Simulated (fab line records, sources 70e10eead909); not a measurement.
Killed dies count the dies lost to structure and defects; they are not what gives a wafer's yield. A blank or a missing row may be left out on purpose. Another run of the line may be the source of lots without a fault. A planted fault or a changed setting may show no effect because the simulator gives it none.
What tool caused it? -- flow nandHarc -- 11 lots, 33 wafers sampled, at 6 steps of a route of 1302

== WHAT THE GAUGES SHOWED, per wafer ==
NHARC_P_GATE_CD_MEAS_59: the cd target is 720 nm.
lot,measured,on,cdNm (nm)
L693,day 5 11:25,cdSem-03,720.4 720.9 721.2
L694,day 5 23:22,cdSem-01,715.4 720.6 718.8
L696,day 7 02:10,cdSem-02,719.0 719.5 716.5
L698,day 7 20:59,cdSem-01,722.0 720.4 724.4
L699,day 8 08:16,cdSem-02,721.3 720.8 718.5
L700,day 8 09:06,cdSem-02,717.7 713.7 719.4
L701,day 9 05:14,cdSem-01,719.6 720.2 722.2
L707,day 11 16:22,cdSem-02,722.9 722.2 719.6
L708,day 11 23:31,cdSem-02,722.1 718.9 722.5
L711,day 12 22:50,cdSem-01,725.7 730.1 727.8
L716,day 15 03:07,cdSem-03,730.0 730.0 733.4

NHARC_END_SORT_01.
lot,measured,on,killedAtArray,killedAtOther,killedAtPeriphery,killedDies,killedOpen,killedShort
L699,day 27 04:40,prober-01,87 74 84,4 2 3,2 3 4,93 79 91,1 2 6,4 5 3
L711,day 31 16:10,prober-01,91 82 87,0 0 0,6 5 8,97 87 95,4 2 5,5 3 3
L716,day 35 00:32,prober-01,61 68 66,0 0 0,1 1 0,62 69 66,0 3 4,3 0 1

== WHAT TOOL EACH LOT RAN ON (gives the tool, then ch and the chambers of the sampled wafers, and finally the start) ==
lot,NHARC_P_GATE_HM_OPEN_105,NHARC_P_GATE_DESCUM_48,NHARC_P_GATE_STRIP_111,NHARC_P_GATE_EXPOSE_56
L693,"rieDiel-07 ch 1,2,3, day 5 09:55 or earlier","rieDiel-02 ch 1,2, day 5 09:55","plasmaAsher-02 ch 0,1, day 5 10:21","krfScanner-03 ch 0, day 5 11:16"
L694,"rieDiel-07 ch 0,3, day 5 21:46 or earlier","rieDiel-03 ch 0,1,2, day 5 21:46","plasmaAsher-02 ch 0,1, day 5 22:05","krfScanner-04 ch 0, day 5 23:13"
L696,"rieDiel-02 ch 1,2, day 7 00:34 or earlier","rieDiel-07 ch 1,3, day 7 00:34","plasmaAsher-02 ch 0,1, day 7 00:56","krfScanner-03 ch 0, day 7 02:01"
L698,"rieDiel-07 ch 0,2,3, day 7 19:23 or earlier","rieDiel-02 ch 0,1,2, day 7 19:23","plasmaAsher-01 ch 0,1, day 7 19:46","krfScanner-03 ch 0, day 7 20:50"
L699,"rieDiel-02 ch 0,1,3, day 8 06:42 or earlier","rieDiel-02 ch 0,1,2, day 8 06:42","plasmaAsher-02 ch 0,1, day 8 07:08","krfScanner-02 ch 0, day 8 08:06"
L700,"rieDiel-03 ch 1,2,3, day 8 07:17 or earlier","rieDiel-03 ch 2,3, day 8 07:17","plasmaAsher-01 ch 0,1, day 8 08:01","krfScanner-04 ch 0, day 8 08:57"
L701,"rieDiel-03 ch 0,1,2, day 9 03:38 or earlier","rieDiel-07 ch 1,2,3, day 9 03:38","plasmaAsher-01 ch 0,1, day 9 04:00","krfScanner-02 ch 0, day 9 05:04"
L707,"rieDiel-02 ch 0,1,2, day 11 14:47 or earlier","rieDiel-02 ch 0,1, day 11 14:47","plasmaAsher-01 ch 0,1, day 11 15:08","krfScanner-03 ch 0, day 11 16:13"
L708,"rieDiel-02 ch 0,3, day 11 21:56 or earlier","rieDiel-07 ch 0,2,3, day 11 21:56","plasmaAsher-01 ch 0,1, day 11 22:20","krfScanner-04 ch 0, day 11 23:21"
L711,"rieDiel-02 ch 0,1,3, day 12 21:19 or earlier","rieDiel-07 ch 2,3, day 12 21:19","plasmaAsher-01 ch 0,1, day 12 21:44","krfScanner-03 ch 0, day 12 22:41"
L716,"rieDiel-07 ch 0,2, day 15 01:29 or earlier","rieDiel-07 ch 0,1, day 15 01:29","plasmaAsher-01 ch 1, day 15 01:53","krfScanner-03 ch 0, day 15 02:58"
- NHARC_P_GATE_HM_OPEN_105: chemistry O2/COS, target depth 360 nm.
- NHARC_P_GATE_DESCUM_48: chemistry O2, time 3 s.
- NHARC_P_GATE_STRIP_111: strips in N2/H2, time 250 s.
- NHARC_P_GATE_EXPOSE_56: exposes mask P PSD, target cd 720 nm.

== WHAT THE TOOLS THEMSELVES READ (means of the sampled wafers that have a number; where no wafer has one, the mark that the record gives instead) ==
NHARC_P_GATE_HM_OPEN_105.
lot,tool,drypumpMotorCurrentA (A),o2FlowSccm (sccm),oesProductAu (a.u.),rfVppV (V),showerheadPlenumPTorr (Torr),throttleValvePct (%)
L693,rieDiel-07,5.3,399.9,0.996,469,3.22,28.341
L694,rieDiel-07,5.4,400.9,1.004,469,3.24,28.328
L696,rieDiel-02,5.7,399.9,0.989,466,3.07,28.336
L698,rieDiel-07,5.2,400.3,1.012,467,3.15,28.335
L699,rieDiel-02,5.5,399.4,1.003,464,2.96,28.342
L700,rieDiel-03,5.8,399.9,1.010,471,3.26,28.328
L701,rieDiel-03,5.7,398.7,1.004,467,3.15,28.338
L707,rieDiel-02,5.6,399.0,0.993,465,3.05,28.325
L708,rieDiel-02,5.6,400.2,1.003,463,2.95,28.337
L711,rieDiel-02,5.5,400.0,1.007,465,2.96,28.336
L716,rieDiel-07,4.9,400.3,0.996,467,3.10,28.334

NHARC_P_GATE_DESCUM_48.
lot,tool,drypumpMotorCurrentA (A),o2FlowSccm (sccm),oesProductAu (a.u.),rfVppV (V),showerheadPlenumPTorr (Torr),throttleValvePct (%)
L693,rieDiel-02,6.0,199.7,0.996,58.1,1.92,11.304
L694,rieDiel-03,5.7,199.6,1.003,58.4,1.93,11.323
L696,rieDiel-07,5.5,199.8,1.009,57.9,2.03,11.309
L698,rieDiel-02,5.6,200.1,0.989,58.6,1.86,11.312
L699,rieDiel-02,5.6,199.8,0.994,58.0,1.86,11.310
L700,rieDiel-03,5.7,199.7,1.003,58.2,1.96,11.302
L701,rieDiel-07,5.2,199.9,0.995,57.8,1.97,11.310
L707,rieDiel-02,5.2,199.5,1.002,56.9,1.80,11.320
L708,rieDiel-07,5.2,200.6,0.995,58.0,1.93,11.311
L711,rieDiel-07,5.1,199.9,0.997,56.9,1.90,11.305
L716,rieDiel-07,5.1,199.8,1.006,57.7,2.02,11.304

NHARC_P_GATE_STRIP_111.
lot,tool,drypumpMotorCurrentA (A),heaterPowerW (W)
L693,plasmaAsher-02,5.5,89
L694,plasmaAsher-02,5.5,88
L696,plasmaAsher-02,5.5,89
L698,plasmaAsher-01,6.5,102
L699,plasmaAsher-02,5.9,86
L700,plasmaAsher-01,6.6,97
L701,plasmaAsher-01,6.5,102
L707,plasmaAsher-01,6.6,98
L708,plasmaAsher-01,6.5,100
L711,plasmaAsher-01,6.5,100
L716,plasmaAsher-01,6.4,102

NHARC_P_GATE_EXPOSE_56.
lot,tool,exposureDoseMJCm2,stageVelMmS (mm/s)
L693,krfScanner-03,14.801,499.93
L694,krfScanner-04,14.812,499.58
L696,krfScanner-03,14.822,500.10
L698,krfScanner-03,14.794,499.69
L699,krfScanner-02,14.808,499.87
L700,krfScanner-04,14.810,499.86
L701,krfScanner-02,14.810,499.93
L707,krfScanner-03,14.804,499.79
L708,krfScanner-04,14.834,499.84
L711,krfScanner-03,15.719,500.06
L716,krfScanner-03,15.715,499.83

== THE ANSWER, worked out from the rows above alone ==
Rule: usual is defined by the lots themselves. Put in order of their means at a reading, lots are off if they are a third of the lots or fewer, leave a main group of 4 or more, and stand apart from it by a gap of 3 or more times the standard deviation of the main group's means; of several such gaps the widest counts. If all means in a main group match to the digits the tables above print for the reading, that group is not used. A lot without any number at a reading at which 4 lots or more have one is off too. The other lots that the step has rows for count as sound. After the gauges, taken in route order, come the tools' own readings; for these a lot's mean is taken, as printed above. At the first step where some lot is off, the reading lying furthest off is the one used; lots without a number count as furthest.
Off, at NHARC_P_GATE_CD_MEAS_59 on cdNm: L711, L716. The main group has a mean of 720.0 nm with a standard deviation of 1.7.
A tool fits if, at a process step before that reading, it ran every lot that is off, and no sound lot after the first of them. Not tried: the gauges at NHARC_P_GATE_CD_MEAS_59; whatever is off there is also off at NHARC_P_GATE_EXPOSE_56, on other tools, and gauge error can't account for it. Because NHARC_P_GATE_HM_OPEN_105 lacks a start for some lots, the hours and order of its lots are taken from NHARC_P_GATE_DESCUM_48. Can't be told from this: 3 tools fit, rieDiel-07 at NHARC_P_GATE_DESCUM_48, plasmaAsher-01 at NHARC_P_GATE_STRIP_111, krfScanner-03 at NHARC_P_GATE_EXPOSE_56.

== WHAT WAS PUT IN BY THE SIMULATOR ==
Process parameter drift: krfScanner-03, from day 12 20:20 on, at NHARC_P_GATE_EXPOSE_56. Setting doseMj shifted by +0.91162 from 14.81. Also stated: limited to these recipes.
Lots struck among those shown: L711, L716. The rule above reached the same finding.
